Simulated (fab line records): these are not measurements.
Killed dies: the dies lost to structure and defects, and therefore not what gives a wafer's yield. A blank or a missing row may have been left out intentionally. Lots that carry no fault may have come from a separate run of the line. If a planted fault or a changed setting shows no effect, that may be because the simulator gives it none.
Split-lot study	flow n5Finfet	route with 1938 steps; 7 lots, 21 wafers read

== ON THE SPLIT ==
At N5_BEOL_M4_COAT_73 (time 60 s, resist thk 5 nm), the setting spinRpm was moved away from the recipe's 1500 rpm on 7 of the 21 wafers read, by -9.9% to +6.5%. All remaining wafers had this setting at the recipe value.

== FROM THE SPLIT TO THE READING: what the file shows between them, 3 steps ==
- N5_BEOL_M4_COAT_05: resist thk 30 nm
- N5_BEOL_M4_EBR_07
- N5_BEOL_M4_DESCUM_16: chemistry O2, time 7 s

== THE READING ==
etch.depthNm (the simulator's own value, which no gauge read), in nm, at N5_BEOL_M4_ETCH_74 (etches underlayer in N2/H2, target depth 6.5 nm, time 5.2 s). The file gives no usual value for it. Here, 14 wafers ran the recipe; their average is 4.988 nm with a standard deviation of 0.011 nm.

wafer	tool, chamber at the split	spinRpm as run, rpm	against the recipe	etch.depthNm, nm	against lot-mates on the recipe
L076.1	lithoTrack-04, 0	1398	-6.8%	5.191	+0.184
L076.2	lithoTrack-04, 0	1398	-6.8%	5.208	+0.201
L076.3	lithoTrack-04, 0	1500	recipe	5.007	-
L078.4	lithoTrack-03, 0	1500	recipe	4.991	-
L078.5	lithoTrack-03, 0	1396	-6.9%	5.169	+0.177
L078.6	lithoTrack-03, 0	1500	recipe	4.993	-
L082.3	lithoTrack-01, 0	1500	recipe	4.979	-
L082.5	lithoTrack-01, 0	1500	recipe	4.984	-
L082.6	lithoTrack-01, 0	1351	-9.9%	5.248	+0.266
L085.2	lithoTrack-01, 0	1398	-6.8%	5.174	+0.186
L085.3	lithoTrack-01, 0	1500	recipe	4.985	-
L085.4	lithoTrack-01, 0	1500	recipe	4.992	-
L086.2	lithoTrack-01, 0	1500	recipe	4.963	-
L086.5	lithoTrack-01, 0	1500	recipe	4.991	-
L086.6	lithoTrack-01, 0	1500	recipe	4.982	-
L089.1	lithoTrack-01, 0	1500	recipe	4.976	-
L089.2	lithoTrack-01, 0	1500	recipe	4.989	-
L089.4	lithoTrack-01, 0	1500	recipe	4.989	-
L091.1	lithoTrack-03, 0	1500	recipe	5.009	-
L091.3	lithoTrack-03, 0	1597	+6.5%	4.869	-0.140
L091.4	lithoTrack-03, 0	1597	+6.5%	4.869	-0.140

FIT RESULTS
A straight line over all 21 wafers: etch.depthNm changes by -0.0252 nm for each +1% of spinRpm; r = -0.98; the points scatter about the line by 0.02 nm.
The same after taking each lot's own level away (the mean of its wafers on the recipe; 21 wafers): -0.0256 nm for each +1%; r = -0.99; scatter 0.011 nm.
That fit puts the effect of the largest move of spinRpm on the reading at 0.25 nm.
Across the lots, their own levels run from 4.9787 to 5.0090 nm, a range of 2.7 times the standard deviation given above.
The two slopes are in agreement: the lot-to-lot level therefore moves the slope only a little.
Check: +0.257 nm against its lot-mates is what the line predicts for one of the wafers moved furthest among these (-9.9%) when that wafer is left out of the fit. Against them it came out at +0.266 nm.

== OTHER SPLITS APPLIED TO THESE WAFERS ==
Note: prior to the reading, these wafers also went through further splits. Each is held against what the fit with the lots' levels taken away leaves over:
other split on the same wafers	wafers away from the commonest value	r with etch.depthNm (lot level and that fit taken away)
N5_MOL_CONTACT_COAG_ETCH_105 biasW	9	+0.19
N5_MOL_CONTACT_COAG_CONTACT_ETCH_14 sourceW	11	+0.30
N5_BEOL_M0_SAQP_ALD_48 aldCycles	8	-0.43
N5_BEOL_M0_CUTY_COAT_50 spinRpm	10	-0.11
N5_BEOL_M1_COAT_05 spinRpm	9	-0.10
N5_BEOL_M2_PECVD_72 tempC	5	+0.06
N5_BEOL_M2_EXPOSE_08 doseMj	4	-0.17
N5_BEOL_M4_ILD_DEP_00 timeS	9	+0.11

== THE FILE'S OWN FIT ==
etch.depthNm changes by -0.0262 nm for each +1% of spinRpm, r = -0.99.
